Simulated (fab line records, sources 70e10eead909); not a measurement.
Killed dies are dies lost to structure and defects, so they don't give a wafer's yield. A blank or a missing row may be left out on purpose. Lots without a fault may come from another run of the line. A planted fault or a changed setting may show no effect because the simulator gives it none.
Which tool did it? | flow nand_harc | 14 lots, 40 wafers sampled, at 5 steps of a route of 1302

WHAT THE GAUGES READ, wafer by wafer
NHARC_END_SORT_01. Usual: defect_limited_yield 90.1 %, standard deviation 2.4; killed_at_array 62, standard deviation 16; killed_at_other 0.8, standard deviation 1.1; killed_at_periphery 4, standard deviation 3.2; killed_dies 67, standard deviation 16; killed_open 3.5, standard deviation 1.9; killed_short 2.1, standard deviation 1.5.
lot  | measured     | on        | defect_limited_yield (%) | killed_at_array | killed_at_other | killed_at_periphery | killed_dies | killed_open | killed_short | flag
L610 | day 27 08:02 | prober-01 | 90.1 89.4 90.0           | 57 62 63        | 3 2 1           | 7 8 4               | 67 72 68    | 8 1 2       | 2 4 1        |
L617 | day 29 10:23 | prober-02 | 91.4 91.3 92.3           | 46 58 46        | 0 0 0           | 12 1 6              | 58 59 52    | 5 4 2       | 2 1 0        |

WHICH TOOL RAN EACH LOT (tool, then ch and the chambers of the sampled wafers, then the start)
lot  | NHARC_P_M1_PRE_CLEAN_32         | NHARC_P_M2_PVD_20                       | NHARC_P_M2_ANNEAL_31             | NHARC_P_M2_DEP_33
L605 | pecvd-04 ch 0,1, day 6 23:36    | pvd_sputter-01, day 7 02:52 or earlier  | rtp_anneal-01 ch 0, day 7 02:52  | pecvd-01 ch 0,1,2, day 7 03:50
L606 | pecvd-01 ch 0,1,2, day 7 06:58  | pvd_sputter-03, day 7 10:28 or earlier  | rtp_anneal-02 ch 0, day 7 10:28  | pecvd-03 ch 0,1,2, day 7 11:25
L608 | pecvd-03 ch 2, day 7 22:26      | pvd_sputter-01, day 8 01:47 or earlier  | rtp_anneal-01 ch 0, day 8 01:47  | pecvd-03 ch 0,1, day 8 02:49
L609 | pecvd-03 ch 0,1, day 8 04:55    | pvd_sputter-01, day 8 08:10 or earlier  | rtp_anneal-01 ch 0, day 8 08:10  | pecvd-04 ch 0,1,2, day 8 09:08
L610 | pecvd-04 ch 0,1,2, day 8 20:28  | pvd_sputter-03, day 8 23:39 or earlier  | rtp_anneal-02 ch 0, day 8 23:39  | pecvd-04 ch 1,2, day 9 00:34
L611 | pecvd-01 ch 1,2, day 9 05:11    | pvd_sputter-02, day 9 08:37 or earlier  | rtp_anneal-02 ch 0, day 9 08:37  | pecvd-04 ch 0,1, day 9 09:33
L615 | pecvd-03 ch 0,1, day 10 23:09   | pvd_sputter-02, day 11 02:34 or earlier | rtp_anneal-02 ch 0, day 11 02:34 | pecvd-04 ch 1,2, day 11 03:35
L617 | pecvd-03 ch 1,2, day 11 15:10   | pvd_sputter-02, day 11 18:18 or earlier | rtp_anneal-02 ch 0, day 11 18:18 | pecvd-03 ch 0,1,2, day 11 19:16
L619 | pecvd-01 ch 0,1, day 12 10:02   | pvd_sputter-02, day 12 13:14 or earlier | rtp_anneal-01 ch 0, day 12 13:14 | pecvd-01 ch 0,2, day 12 14:12
L618 | pecvd-03 ch 0,1,2, day 12 10:38 | pvd_sputter-01, day 12 13:58 or earlier | rtp_anneal-01 ch 0, day 12 13:58 | pecvd-01 ch 0,1, day 12 14:58
L621 | pecvd-03 ch 1,2, day 13 04:33   | pvd_sputter-02, day 13 08:13 or earlier | rtp_anneal-02 ch 0, day 13 08:13 | pecvd-03 ch 0,1, day 13 09:10
L623 | pecvd-03 ch 1,2, day 14 06:11   | pvd_sputter-02, day 14 09:22 or earlier | rtp_anneal-02 ch 0, day 14 09:22 | pecvd-03 ch 0,1, day 14 10:20
L625 | pecvd-04 ch 0,1,2, day 14 23:22 | pvd_sputter-01, day 15 02:31 or earlier | rtp_anneal-02 ch 0, day 15 02:31 | pecvd-01 ch 0,1,2, day 15 03:28
L626 | pecvd-03 ch 0,2, day 15 16:52   | pvd_sputter-02, day 15 20:08 or earlier | rtp_anneal-02 ch 0, day 15 20:08 | pecvd-01 ch 0,1, day 15 21:08
- NHARC_P_M1_PRE_CLEAN_32: time 12 s.
- NHARC_P_M2_PVD_20: deposits TaN, target thk 5 nm, time 8.06 s.
- NHARC_P_M2_ANNEAL_31: time 90 s.
- NHARC_P_M2_DEP_33: deposits SiCN, target thk 30 nm.

WHAT THE TOOLS THEMSELVES READ (means of the sampled wafers that have a number; where no wafer has one, the mark that the record gives instead)
NHARC_P_M1_PRE_CLEAN_32. Usual: heater_power_w 630 W, standard deviation 62.
lot  | tool     | heater_power_w (W) | flag
L605 | pecvd-04 | 698                |
L606 | pecvd-01 | 642                |
L608 | pecvd-03 | 539                |
L609 | pecvd-03 | 668                |
L610 | pecvd-04 | 651                |
L611 | pecvd-01 | 673                |
L615 | pecvd-03 | 618                |
L617 | pecvd-03 | 572                |
L619 | pecvd-01 | 743                |
L618 | pecvd-03 | 639                |
L621 | pecvd-03 | 529                |
L623 | pecvd-03 | 562                |
L625 | pecvd-04 | 672                |
L626 | pecvd-03 | 635                |

NHARC_P_M2_PVD_20. Usual: bias_v 168.8 V, standard deviation 1.8; throttle_valve_pct 30.0 %, standard deviation 0.95.
lot  | tool           | bias_v (V) | throttle_valve_pct (%) | flag
L605 | pvd_sputter-01 | 170.0      | 30.7                   |
L606 | pvd_sputter-03 | 168.1      | 29.3                   |
L608 | pvd_sputter-01 | 169.0      | 31.0                   |
L609 | pvd_sputter-01 | 169.1      | 30.8                   |
L610 | pvd_sputter-03 | 169.3      | 29.1                   |
L611 | pvd_sputter-02 | 168.5      | 30.2                   |
L615 | pvd_sputter-02 | 168.3      | 30.2                   |
L617 | pvd_sputter-02 | 169.5      | 29.9                   |
L619 | pvd_sputter-02 | 170.0      | 30.4                   |
L618 | pvd_sputter-01 | 168.1      | 30.4                   |
L621 | pvd_sputter-02 | 169.1      | 30.4                   |
L623 | pvd_sputter-02 | 168.8      | 29.8                   |
L625 | pvd_sputter-01 | 168.2      | 30.7                   |
L626 | pvd_sputter-02 | 169.5      | 30.5                   |

NHARC_P_M2_ANNEAL_31. Usual: wafer_temp_C_max 225.74, standard deviation 0.2.
lot  | tool          | wafer_temp_C_max | flag
L605 | rtp_anneal-01 | 225.76           |
L606 | rtp_anneal-02 | 225.55           |
L608 | rtp_anneal-01 | 225.54           |
L609 | rtp_anneal-01 | 225.54           |
L610 | rtp_anneal-02 | 225.64           |
L611 | rtp_anneal-02 | 225.57           |
L615 | rtp_anneal-02 | 225.69           |
L617 | rtp_anneal-02 | 225.84           |
L619 | rtp_anneal-01 | 225.92           |
L618 | rtp_anneal-01 | 225.91           |
L621 | rtp_anneal-02 | 225.70           |
L623 | rtp_anneal-02 | 225.65           |
L625 | rtp_anneal-02 | 225.60           |
L626 | rtp_anneal-02 | 225.74           |

NHARC_P_M2_DEP_33. Usual: heater_power_w 582 W, standard deviation 64; rf_fwd_power_W 449.1 W, standard deviation 1.3.
lot  | tool     | heater_power_w (W) | rf_fwd_power_W (W) | flag
L605 | pecvd-01 | 643                | 449.3              |
L606 | pecvd-03 | 578                | 447.9              |
L608 | pecvd-03 | 546                | 449.0              |
L609 | pecvd-04 | 597                | 450.4              |
L610 | pecvd-04 | 607                | 450.8              |
L611 | pecvd-04 | 654                | 378.2              | OFF
L615 | pecvd-04 | 626                | 376.4              | OFF
L617 | pecvd-03 | 532                | 448.3              |
L619 | pecvd-01 | 583                | 449.9              |
L618 | pecvd-01 | 657                | 449.7              |
L621 | pecvd-03 | 541                | 448.0              |
L623 | pecvd-03 | 533                | 448.7              |
L625 | pecvd-01 | 613                | 448.7              |
L626 | pecvd-01 | 634                | 449.3              |

THE ANSWER, worked out from the rows above alone
Rule: a lot is off if the mean of its wafers that have a number lies more than 3 standard deviations from the usual mean. A lot without any number at a reading at which 4 lots or more have one is off too. The other lots that the step has rows for count as sound. The gauges are gone through in route order, then the tools' own readings, and for those a lot's mean is taken as printed above. The first step at which some lot is off is used, and at that step the reading that is off furthest; a lot without a number counts as furthest.
Off: L611, L615, at NHARC_P_M2_DEP_33 (rf_fwd_power_W).
A tool fits if, at that step or a process step before it, it ran every lot that is off, and no sound lot after the first of them. NHARC_P_M2_PVD_20 gives no start for some lots, so the hours and the order of its lots are those of NHARC_P_M2_ANNEAL_31. One fits: pecvd-04 at NHARC_P_M2_DEP_33. Its last sound lot is L610 (day 9 00:34), its first lot that is off L611 (day 9 09:33): a fault that began between those two fits.
The tool's own readings at NHARC_P_M2_DEP_33 bear it out: on the lots that are off they differ by more than 5 times the standard deviation of the sound lots' means. rf_fwd_power_W reads 377.3 W there against 449.2 W on the sound lots.

WHAT THE SIMULATOR HAD PUT IN
Process parameter drift: pecvd-04, from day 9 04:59 on, at NHARC_P_M2_DEP_33. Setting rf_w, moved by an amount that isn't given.
Lots struck among those shown: L611, L615. The rule above found the same.
